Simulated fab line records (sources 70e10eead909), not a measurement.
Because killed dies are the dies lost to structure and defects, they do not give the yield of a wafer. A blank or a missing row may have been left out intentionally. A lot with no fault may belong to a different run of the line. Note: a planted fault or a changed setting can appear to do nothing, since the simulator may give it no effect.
Matching of chambers	flow nand-harc	4 sister chambers for NHARC_P_M1_ETCH_15 on rie-diel-12
The step etches the open film in C4F8/Ar, target depth 182.5 nm, time 91.2 s. 4 wafers are shown with their chamber, then 7 later ones without.

## WAFERS PAIRED WITH THEIR CHAMBERS
wafer	chamber	run-length-s (s)
L159.4	0	113.1
L162.1	3	112.9
L162.4	1	112.9
L167.5	2	111.6

## WAFERS MISSING THEIR CHAMBER
wafer	run-length-s (s)
L167.6	112.9
L172.3	111.6
L172.4	112.8
L172.6	111.7
L178.2	113.5
L178.4	113.7
L178.6	112.8

## WHICH CHAMBER EACH WENT THROUGH
wafer	from the rows above	in truth
L167.6	can't be placed: 1 or 3 or 0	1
L172.3	2	2
L172.4	can't be placed: 1 or 3 or 0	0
L172.6	2	2
L178.2	can't be placed: 0 or 1 or 3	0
L178.4	can't be placed: 0 or 1 or 3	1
L178.6	can't be placed: 1 or 3 or 0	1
Correct placement for 2 of the 7. Unplaceable from these rows: 5, with the true chamber sitting among the candidates in 5. 0 placed wrongly.
How it was worked out, from the rows above alone: a wafer's distance from a chamber is the root of the sum, over the readings, of the square of ((its reading less the chamber's mean) divided by the reading's scatter). The wafer belongs to the nearest chamber; if the next one is less than 2 further off, it can't be placed. A chamber's mean is the mean of its shown wafers. The scatter: root of mean squared gap, hidden wafer to nearest shown wafer, with one shown wafer a chamber.
